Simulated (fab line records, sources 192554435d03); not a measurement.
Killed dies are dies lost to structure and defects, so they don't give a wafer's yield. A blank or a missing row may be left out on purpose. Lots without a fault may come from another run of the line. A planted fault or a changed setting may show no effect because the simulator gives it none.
Which tool did it? | flow n5_finfet | 24 lots, 72 wafers sampled, at 6 steps of a route of 1938

WHAT THE GAUGES READ, wafer by wafer
The record holds no reading of a measuring or inspecting step that can be judged against a usual standard deviation.

WHICH TOOL RAN EACH LOT (tool, then ch and the chambers of the sampled wafers, then the start)
lot  | N5_BEOL_M1_STRIP_36                | N5_BEOL_M1_SPUTTER_81        | N5_BEOL_M1_SPUTTER_92        | N5_BEOL_M2_ETCH_64                 | N5_BEOL_M2_STRIP_97                           | N5_BEOL_M2_DEGAS_44
L074 | rie_diel-01 ch 0,1,3, day 6 15:35  | pvd_sputter-01, day 6 17:05  | pvd_sputter-01, day 6 17:58  | rie_diel-04 ch 0,2,3, day 6 21:26  | rie_diel-04 ch 0,1,3, day 6 23:15 or earlier  | pvd_sputter-03, day 6 23:15
L077 | rie_diel-03 ch 0,2,3, day 6 22:56  | pvd_sputter-02, day 7 01:53  | pvd_sputter-02, day 7 02:46  | rie_diel-04 ch 0,2, day 7 06:46    | rie_diel-05 ch 0,3, day 7 14:31 or earlier    | pvd_sputter-02, day 7 14:31
L075 | rie_diel-06 ch 0,3, day 7 02:56    | pvd_sputter-01, day 7 04:39  | pvd_sputter-01, day 7 05:32  | rie_diel-04 ch 0,1,3, day 7 10:02  | rie_diel-05 ch 1,3, day 7 18:14 or earlier    | pvd_sputter-03, day 7 18:14
L076 | rie_diel-03 ch 0,2, day 7 03:03    | pvd_sputter-02, day 7 04:53  | pvd_sputter-02, day 7 05:46  | rie_diel-02 ch 0,1,3, day 7 08:06  | rie_diel-02 ch 0,1,3, day 7 17:40 or earlier  | pvd_sputter-02, day 7 17:40
L078 | rie_diel-01 ch 0,1,2, day 7 06:08  | pvd_sputter-02, day 7 07:56  | pvd_sputter-02, day 7 08:49  | rie_diel-04 ch 0,2,3, day 7 11:17  | rie_diel-02 ch 1,2, day 7 20:52 or earlier    | pvd_sputter-01, day 7 20:52
L080 | rie_diel-01 ch 2,3, day 7 16:51    | pvd_sputter-02, day 7 18:35  | pvd_sputter-02, day 7 19:28  | rie_diel-04 ch 2,3, day 8 00:11    | rie_diel-02 ch 0,2,3, day 8 01:50 or earlier  | pvd_sputter-01, day 8 01:50
L079 | rie_diel-06 ch 0,1,2, day 7 16:53  | pvd_sputter-03, day 7 18:46  | pvd_sputter-03, day 7 19:38  | rie_diel-04 ch 0,3, day 8 00:32    | rie_diel-02 ch 2,3, day 8 02:18 or earlier    | pvd_sputter-01, day 8 02:18
L081 | rie_diel-06 ch 0,2,3, day 7 23:49  | pvd_sputter-03, day 8 01:52  | pvd_sputter-03, day 8 02:44  | rie_diel-05 ch 1,2, day 8 05:58    | rie_diel-05 ch 0,3, day 8 09:32 or earlier    | pvd_sputter-02, day 8 09:32
L082 | rie_diel-01 ch 2,3, day 8 04:58    | pvd_sputter-03, day 8 08:17  | pvd_sputter-03, day 8 09:10  | rie_diel-02 ch 1,2,3, day 8 13:34  | rie_diel-02 ch 1,2, day 8 16:48 or earlier    | pvd_sputter-03, day 8 16:48
L083 | rie_diel-06 ch 1,3, day 8 18:53    | pvd_sputter-02, day 8 20:56  | pvd_sputter-02, day 8 21:49  | rie_diel-02 ch 0,2,3, day 9 00:49  | rie_diel-04 ch 1,2,3, day 9 04:40 or earlier  | pvd_sputter-03, day 9 04:40
L085 | rie_diel-01 ch 0,1,3, day 9 08:42  | pvd_sputter-01, day 9 10:24  | pvd_sputter-01, day 9 11:17  | rie_diel-02 ch 1,3, day 9 15:52    | rie_diel-02 ch 1,2,3, day 9 20:06 or earlier  | pvd_sputter-03, day 9 20:06
L086 | rie_diel-03 ch 1,2,3, day 9 16:20  | pvd_sputter-01, day 9 19:40  | pvd_sputter-01, day 9 20:32  | rie_diel-02 ch 1,2,3, day 9 23:37  | rie_diel-02 ch 0,1,2, day 10 05:53 or earlier | pvd_sputter-01, day 10 05:53
L084 | rie_diel-01 ch 0,3, day 9 21:08    | pvd_sputter-02, day 9 22:50  | pvd_sputter-02, day 9 23:43  | rie_diel-02 ch 0,1,2, day 10 03:40 | rie_diel-02 ch 0,1,3, day 10 06:45 or earlier | pvd_sputter-02, day 10 06:45
L087 | rie_diel-06 ch 0,2, day 9 21:11    | pvd_sputter-03, day 9 22:54  | pvd_sputter-03, day 9 23:47  | rie_diel-05 ch 2,3, day 10 04:19   | rie_diel-05 ch 2,3, day 10 09:01 or earlier   | pvd_sputter-01, day 10 09:01
L088 | rie_diel-03 ch 2,3, day 9 23:10    | pvd_sputter-01, day 10 00:43 | pvd_sputter-01, day 10 01:36 | rie_diel-05 ch 2,3, day 10 05:05   | rie_diel-02 ch 2,3, day 10 09:10 or earlier   | pvd_sputter-01, day 10 09:10
L090 | rie_diel-01 ch 1,2,3, day 10 04:56 | pvd_sputter-01, day 10 06:31 | pvd_sputter-01, day 10 07:24 | rie_diel-05 ch 0,2,3, day 10 10:37 | rie_diel-04 ch 0,1,2, day 10 15:21 or earlier | pvd_sputter-03, day 10 15:21
L089 | rie_diel-01 ch 2,3, day 10 07:19   | pvd_sputter-03, day 10 09:03 | pvd_sputter-03, day 10 09:56 | rie_diel-02 ch 0,2,3, day 10 13:13 | rie_diel-02 ch 1,2,3, day 10 18:45 or earlier | pvd_sputter-01, day 10 18:45
L091 | rie_diel-06 ch 0,1,2, day 10 14:31 | pvd_sputter-03, day 10 16:05 | pvd_sputter-03, day 10 16:58 | rie_diel-02 ch 1,2,3, day 10 19:41 | rie_diel-04 ch 0,2,3, day 11 02:06 or earlier | pvd_sputter-02, day 11 02:06
L092 | rie_diel-01 ch 2,3, day 11 00:49   | pvd_sputter-03, day 11 02:32 | pvd_sputter-03, day 11 03:25 | rie_diel-05 ch 1,2, day 11 06:24   | rie_diel-05 ch 0,1,3, day 11 11:37 or earlier | pvd_sputter-03, day 11 11:37
L093 | rie_diel-01 ch 1,2,3, day 11 01:14 | pvd_sputter-02, day 11 02:38 | pvd_sputter-02, day 11 03:31 | rie_diel-05 ch 0,2,3, day 11 06:38 | rie_diel-02 ch 0,1,3, day 11 22:31 or earlier | pvd_sputter-03, day 11 22:31
L094 | rie_diel-03 ch 1,2, day 11 08:18   | pvd_sputter-03, day 11 09:58 | pvd_sputter-03, day 11 10:51 | rie_diel-02 ch 0,3, day 11 13:47   | rie_diel-04 ch 2,3, day 12 02:57 or earlier   | pvd_sputter-01, day 12 02:57
L095 | rie_diel-06 ch 0,1,2, day 11 11:53 | pvd_sputter-01, day 11 14:31 | pvd_sputter-01, day 11 15:23 | rie_diel-05 ch 0,2,3, day 11 22:16 | rie_diel-04 ch 2,3, day 12 03:19 or earlier   | pvd_sputter-03, day 12 03:19
L096 | rie_diel-01 ch 0,1,3, day 11 13:56 | pvd_sputter-02, day 11 16:19 | pvd_sputter-02, day 11 17:12 | rie_diel-05 ch 0,2,3, day 11 22:34 | rie_diel-02 ch 1,2,3, day 12 07:47 or earlier | pvd_sputter-01, day 12 07:47
L097 | rie_diel-03 ch 0,2,3, day 12 07:04 | pvd_sputter-01, day 12 08:37 | pvd_sputter-01, day 12 09:30 | rie_diel-02 ch 0,1,3, day 12 12:31 | rie_diel-02 ch 0,2,3, day 12 14:14 or earlier | pvd_sputter-02, day 12 14:14
- N5_BEOL_M1_STRIP_36: strips in N2/H2.
- N5_BEOL_M1_SPUTTER_81: material Cu, target thk 4.5 nm, time 8.29 s.
- N5_BEOL_M1_SPUTTER_92: material Cu, target thk 4.5 nm, time 8.29 s.
- N5_BEOL_M2_ETCH_64: etches SOC in N2/H2, target depth 75 nm, overetch 22.5 nm, time 121.9 s.
- N5_BEOL_M2_STRIP_97: strips in N2/H2, time 10 s.
- N5_BEOL_M2_DEGAS_44: time 60 s.

WHAT THE TOOLS THEMSELVES READ (means of the sampled wafers that have a number; where no wafer has one, the mark that the record gives instead)
N5_BEOL_M1_STRIP_36.
lot  | tool        | drypump_motor_current_A (A) | oes_product_au (a.u.) | rf_vpp_V (V) | showerhead_plenum_p_Torr (Torr) | throttle_valve_pct (%)
L074 | rie_diel-01 | 5.8                         | 0.79                  | 59.6         | 2.55                            | 23.4
L077 | rie_diel-03 | 5.4                         | 0.78                  | 58.6         | 2.60                            | 23.8
L075 | rie_diel-06 | 5.5                         | 0.87                  | 59.4         | 2.60                            | 23.4
L076 | rie_diel-03 | 5.2                         | 0.80                  | 56.7         | 2.53                            | 23.3
L078 | rie_diel-01 | 5.7                         | 0.72                  | 60.0         | 2.52                            | 23.6
L080 | rie_diel-01 | 6.1                         | 0.77                  | 59.3         | 2.43                            | 23.5
L079 | rie_diel-06 | 5.6                         | 0.82                  | 60.1         | 2.52                            | 23.4
L081 | rie_diel-06 | 5.4                         | 0.82                  | 59.0         | 2.55                            | 23.6
L082 | rie_diel-01 | 6.2                         | 0.83                  | 60.3         | 2.45                            | 23.3
L083 | rie_diel-06 | 5.5                         | 0.84                  | 61.1         | 2.64                            | 23.4
L085 | rie_diel-01 | 5.7                         | 0.76                  | 59.3         | 2.54                            | 23.5
L086 | rie_diel-03 | 5.7                         | 0.74                  | 59.0         | 2.58                            | 23.7
L084 | rie_diel-01 | 5.6                         | 0.76                  | 60.8         | 2.58                            | 23.6
L087 | rie_diel-06 | 5.6                         | 0.82                  | 59.9         | 2.48                            | 23.5
L088 | rie_diel-03 | 5.6                         | 0.69                  | 59.0         | 2.57                            | 24.2
L090 | rie_diel-01 | 6.0                         | 0.76                  | 57.7         | 2.46                            | 23.4
L089 | rie_diel-01 | 6.1                         | 0.76                  | 59.4         | 2.42                            | 23.5
L091 | rie_diel-06 | 5.7                         | 0.82                  | 59.1         | 2.51                            | 23.4
L092 | rie_diel-01 | 6.2                         | 0.74                  | 58.9         | 2.42                            | 23.5
L093 | rie_diel-01 | 6.1                         | 0.75                  | 59.7         | 2.46                            | 23.4
L094 | rie_diel-03 | 5.5                         | 0.74                  | 58.2         | 2.52                            | 23.2
L095 | rie_diel-06 | 5.6                         | 0.80                  | 59.8         | 2.51                            | 23.5
L096 | rie_diel-01 | 5.8                         | 0.75                  | 58.8         | 2.54                            | 23.5
L097 | rie_diel-03 | 5.4                         | 0.83                  | 58.9         | 2.58                            | 23.8

N5_BEOL_M1_SPUTTER_81.
lot  | tool           | throttle_valve_pct (%)
L074 | pvd_sputter-01 | 30.0
L077 | pvd_sputter-02 | 30.2
L075 | pvd_sputter-01 | 29.5
L076 | pvd_sputter-02 | 29.6
L078 | pvd_sputter-02 | 30.2
L080 | pvd_sputter-02 | 29.8
L079 | pvd_sputter-03 | 30.0
L081 | pvd_sputter-03 | 29.0
L082 | pvd_sputter-03 | 28.9
L083 | pvd_sputter-02 | 29.8
L085 | pvd_sputter-01 | 29.4
L086 | pvd_sputter-01 | 30.2
L084 | pvd_sputter-02 | 29.8
L087 | pvd_sputter-03 | 29.1
L088 | pvd_sputter-01 | 30.4
L090 | pvd_sputter-01 | 29.6
L089 | pvd_sputter-03 | 29.6
L091 | pvd_sputter-03 | 29.7
L092 | pvd_sputter-03 | 29.1
L093 | pvd_sputter-02 | 30.1
L094 | pvd_sputter-03 | 29.0
L095 | pvd_sputter-01 | 30.0
L096 | pvd_sputter-02 | 30.1
L097 | pvd_sputter-01 | 30.3

N5_BEOL_M1_SPUTTER_92.
lot  | tool           | throttle_valve_pct (%)
L074 | pvd_sputter-01 | 30.2
L077 | pvd_sputter-02 | 30.2
L075 | pvd_sputter-01 | 29.5
L076 | pvd_sputter-02 | 29.6
L078 | pvd_sputter-02 | 30.3
L080 | pvd_sputter-02 | 29.8
L079 | pvd_sputter-03 | 30.1
L081 | pvd_sputter-03 | 29.1
L082 | pvd_sputter-03 | 29.1
L083 | pvd_sputter-02 | 29.7
L085 | pvd_sputter-01 | 29.4
L086 | pvd_sputter-01 | 30.1
L084 | pvd_sputter-02 | 29.7
L087 | pvd_sputter-03 | 29.0
L088 | pvd_sputter-01 | 30.3
L090 | pvd_sputter-01 | 29.5
L089 | pvd_sputter-03 | 29.6
L091 | pvd_sputter-03 | 29.7
L092 | pvd_sputter-03 | 29.1
L093 | pvd_sputter-02 | 30.2
L094 | pvd_sputter-03 | 28.9
L095 | pvd_sputter-01 | 30.0
L096 | pvd_sputter-02 | 30.1
L097 | pvd_sputter-01 | 30.5

N5_BEOL_M2_ETCH_64.
lot  | tool        | drypump_motor_current_A (A) | oes_product_au (a.u.) | rf_vpp_V (V) | showerhead_plenum_p_Torr (Torr) | throttle_valve_pct (%)
L074 | rie_diel-04 | 5.4                         | 0.59                  | 520.8        | 2.45                            | 17.77
L077 | rie_diel-04 | 5.5                         | 0.59                  | 521.6        | 2.45                            | 17.83
L075 | rie_diel-04 | 5.6                         | 0.54                  | 522.4        | 2.49                            | 17.92
L076 | rie_diel-02 | 5.4                         | 0.64                  | 523.0        | 2.54                            | 17.69
L078 | rie_diel-04 | 5.4                         | 0.58                  | 521.7        | 2.44                            | 17.78
L080 | rie_diel-04 | 5.4                         | 0.58                  | 520.9        | 2.44                            | 17.73
L079 | rie_diel-04 | 5.7                         | 0.54                  | 520.9        | 2.42                            | 17.87
L081 | rie_diel-05 | 5.8                         | 0.55                  | 524.3        | 2.57                            | 17.90
L082 | rie_diel-02 | 5.4                         | 0.63                  | 525.5        | 2.60                            | 17.67
L083 | rie_diel-02 | 5.7                         | 0.59                  | 523.4        | 2.55                            | 17.89
L085 | rie_diel-02 | 5.1                         | 0.65                  | 525.1        | 2.58                            | 17.50
L086 | rie_diel-02 | 5.4                         | 0.61                  | 525.2        | 2.60                            | 17.70
L084 | rie_diel-02 | 5.5                         | 0.57                  | 523.4        | 2.55                            | 17.87
L087 | rie_diel-05 | 5.8                         | 0.57                  | 526.7        | 2.66                            | 17.81
L088 | rie_diel-05 | 5.8                         | 0.62                  | 527.3        | 2.68                            | 17.76
L090 | rie_diel-05 | 5.5                         | 0.60                  | 526.4        | 2.63                            | 17.67
L089 | rie_diel-02 | 5.7                         | 0.58                  | 523.6        | 2.54                            | 17.92
L091 | rie_diel-02 | 5.4                         | 0.61                  | 526.0        | 2.59                            | 17.70
L092 | rie_diel-05 | 5.8                         | 0.54                  | 524.7        | 2.56                            | 17.94
L093 | rie_diel-05 | 5.5                         | 0.59                  | 525.9        | 2.63                            | 17.69
L094 | rie_diel-02 | 5.5                         | 0.61                  | 523.3        | 2.52                            | 17.79
L095 | rie_diel-05 | 5.5                         | 0.59                  | 525.1        | 2.63                            | 17.69
L096 | rie_diel-05 | 5.5                         | 0.59                  | 526.7        | 2.63                            | 17.69
L097 | rie_diel-02 | 5.4                         | 0.59                  | 523.3        | 2.52                            | 17.76

N5_BEOL_M2_STRIP_97.
lot  | tool        | drypump_motor_current_A (A) | oes_product_au (a.u.) | rf_vpp_V (V) | showerhead_plenum_p_Torr (Torr) | throttle_valve_pct (%)
L074 | rie_diel-04 | 5.6                         | 0.71                  | 58.7         | 2.48                            | 23.68
L077 | rie_diel-05 | 5.4                         | 0.89                  | 59.7         | 2.66                            | 23.41
L075 | rie_diel-05 | 5.6                         | 0.81                  | 60.0         | 2.52                            | 23.75
L076 | rie_diel-02 | 5.3                         | 0.84                  | 60.2         | 2.53                            | 23.56
L078 | rie_diel-02 | 5.6                         | 0.77                  | 60.6         | 2.62                            | 23.53
L080 | rie_diel-02 | 5.7                         | 0.78                  | 59.2         | 2.55                            | 23.70
L079 | rie_diel-02 | 5.7                         | 0.77                  | 59.3         | 2.62                            | 23.56
L081 | rie_diel-05 | 5.5                         | 0.87                  | 59.5         | 2.66                            | 23.41
L082 | rie_diel-02 | 5.2                         | 0.82                  | 58.8         | 2.60                            | 23.40
L083 | rie_diel-04 | 5.2                         | 0.76                  | 59.4         | 2.49                            | 23.51
L085 | rie_diel-02 | 5.4                         | 0.81                  | 59.4         | 2.59                            | 23.43
L086 | rie_diel-02 | 5.5                         | 0.75                  | 58.9         | 2.55                            | 23.70
L084 | rie_diel-02 | 5.4                         | 0.81                  | 58.9         | 2.52                            | 23.59
L087 | rie_diel-05 | 5.8                         | 0.76                  | 59.0         | 2.65                            | 23.66
L088 | rie_diel-02 | 5.6                         | 0.82                  | 59.3         | 2.58                            | 23.46
L090 | rie_diel-04 | 5.3                         | 0.76                  | 58.5         | 2.49                            | 23.63
L089 | rie_diel-02 | 5.4                         | 0.80                  | 59.3         | 2.59                            | 23.44
L091 | rie_diel-04 | 5.5                         | 0.74                  | 57.4         | 2.43                            | 23.59
L092 | rie_diel-05 | 5.4                         | 0.79                  | 59.6         | 2.56                            | 23.55
L093 | rie_diel-02 | 5.4                         | 0.79                  | 58.4         | 2.51                            | 23.61
L094 | rie_diel-04 | 5.4                         | 0.74                  | 58.0         | 2.43                            | 23.50
L095 | rie_diel-04 | 5.3                         | 0.74                  | 59.0         | 2.42                            | 23.49
L096 | rie_diel-02 | 5.4                         | 0.79                  | 59.1         | 2.58                            | 23.47
L097 | rie_diel-02 | 5.7                         | 0.74                  | 59.5         | 2.53                            | 23.75

N5_BEOL_M2_DEGAS_44.
lot  | tool           | heater_power_w (W)
L074 | pvd_sputter-03 | 356
L077 | pvd_sputter-02 | 368
L075 | pvd_sputter-03 | 309
L076 | pvd_sputter-02 | 366
L078 | pvd_sputter-01 | 335
L080 | pvd_sputter-01 | 304
L079 | pvd_sputter-01 | 313
L081 | pvd_sputter-02 | 312
L082 | pvd_sputter-03 | 383
L083 | pvd_sputter-03 | 289
L085 | pvd_sputter-03 | 315
L086 | pvd_sputter-01 | 333
L084 | pvd_sputter-02 | 398
L087 | pvd_sputter-01 | 321
L088 | pvd_sputter-01 | 320
L090 | pvd_sputter-03 | 379
L089 | pvd_sputter-01 | 329
L091 | pvd_sputter-02 | 355
L092 | pvd_sputter-03 | 305
L093 | pvd_sputter-03 | 305
L094 | pvd_sputter-01 | 331
L095 | pvd_sputter-03 | 306
L096 | pvd_sputter-01 | 332
L097 | pvd_sputter-02 | 350

THE ANSWER, worked out from the rows above alone
Rule: what is usual is taken from the lots themselves. Put in order of their means at a reading, lots are off if they are a third of the lots or fewer, leave a main group of 4 or more, and stand apart from it by a gap of 3 or more times the standard deviation of the main group's means; of several such gaps the widest counts. A main group whose means are all the same, to the digits that the tables above print for the reading, isn't used. A lot without any number at a reading at which 4 lots or more have one is off too. The other lots that the step has rows for count as sound. The gauges are gone through in route order, then the tools' own readings, and for those a lot's mean is taken as printed above. The first step at which some lot is off is used, and at that step the reading that is off furthest; a lot without a number counts as furthest.
No lot is off at any reading shown: from this, nothing can be told.

WHAT THE SIMULATOR HAD PUT IN
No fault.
